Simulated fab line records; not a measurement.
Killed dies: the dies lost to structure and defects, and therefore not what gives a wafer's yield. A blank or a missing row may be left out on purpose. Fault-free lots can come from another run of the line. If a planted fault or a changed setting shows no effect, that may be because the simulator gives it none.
Struck lot and sound lot, side by side | flow n5Finfet | 23 out of 1938 route steps
Sound: wafers L643.2, L643.3, L643.6. Struck: wafers L629.1, L629.2, L629.4. Last of all comes the cause.
Order at every step that has rows: each side's tool, ch and its chambers, its first start. Under that, the readings that differ: sound wafers | struck wafers | difference of the means | sigmas: that difference in standard deviations of wafers without a fault.
alike: a reading whose means differ by less than 2 such deviations, as well as words and numbers matching on both sides. not compared: withheld readings; readings where some wafer has no value; bounds like >300 that might hide an equal value; numbers whose values overlap and for which the record gives no deviation.
Wherever a step has rows on one side only, a row that says differs or no value, or a row with sigmas, the two part there. Numbers that have no deviation but don't overlap get no sigmas and don't part them. Lack of a reading on every wafer of one side parts them only where that side has two or more wafers.

first, 9 steps without rows for these wafers: N5_BEOL_M6_SOFTBAKE_06 (time 60 s); N5_BEOL_M6_EXPOSE_08 (exposes mask M6); N5_BEOL_M6_PEB_09 (peb time 60 s); N5_BEOL_M6_DEVELOP_10 (develop time 30 s); N5_BEOL_M6_DESCUM_16 (chemistry O2, time 7.9 s); N5_BEOL_M6_ETCH_61 (etches SiARC in CF4, target depth 45.5 nm, time 75.8 s); N5_BEOL_M6_ETCH_62 (etches SOC in N2/H2, target depth 110 nm, overetch 22 nm, time 165 s); N5_BEOL_M6_STRIP_68 (strips in N2/H2); N5_BEOL_M6_STRIP_67 (strips in CF4).
N5_BEOL_M6_HM_OPEN_17: chemistry Cl2/BCl3, target TiN, target depth 20 nm, overetch 6 nm.
  sound on rieMetal-02 ch 1, day 13 22:51; struck on rieMetal-03 ch 0,1, day 10 13:45
  alike: bcl3FlowSccm, drypumpMotorCurrentA, heBacksideLeakSccm, oesProductAu, rfFwdPowerW, throttleValvePct
  not compared: rfHoursCounterH
then, 10 steps without rows for these wafers: N5_BEOL_M6_STRIP_19 (strips in O2); N5_BEOL_M6_COAT_63 (time 60 s, resist thk 60 nm); N5_BEOL_M6_COAT_64 (time 60 s, resist thk 12 nm); N5_BEOL_M6_COAT_71 (time 60 s, resist thk 5 nm); N5_BEOL_M6_COAT_22 (resist thk 30 nm); N5_BEOL_M6_EBR_24; N5_BEOL_M6_SOFTBAKE_23 (time 60 s); N5_BEOL_M6_EXPOSE_25 (exposes mask V5, target cd 40 nm); N5_BEOL_M6_PEB_26 (peb time 60 s); N5_BEOL_M6_DEVELOP_27 (develop time 30 s).
N5_BEOL_M6_INSPECT_30: inspects for defects (brightfield).
  sound on defectInspect-01, day 14 01:05; struck on defectInspect-01, day 10 14:31
reading        | sound       | struck      | difference | sigmas
rawDefectCount | 323 367 393 | 616 761 695 | +330       | +4
then, 1 step without rows for these wafers: N5_BEOL_M6_DESCUM_33 (chemistry O2, time 7 s).
-- a jump in the record: the struck wafers' starts before and after are 4 days apart (it breaks off in module BEOL_M6 and resumes in module PASSIVATION, where the first step shown is number 1936 of the route) --
N5_PASSIVATION_PROBE_49:
  record: rows for the struck wafers here (prober-01, day 14 03:17), none for the sound ones

== WHERE THEY PART ==
Earliest at N5_BEOL_M6_INSPECT_30; latest, in this record, at N5_PASSIVATION_PROBE_49.

WHY: what had been put in by the simulator
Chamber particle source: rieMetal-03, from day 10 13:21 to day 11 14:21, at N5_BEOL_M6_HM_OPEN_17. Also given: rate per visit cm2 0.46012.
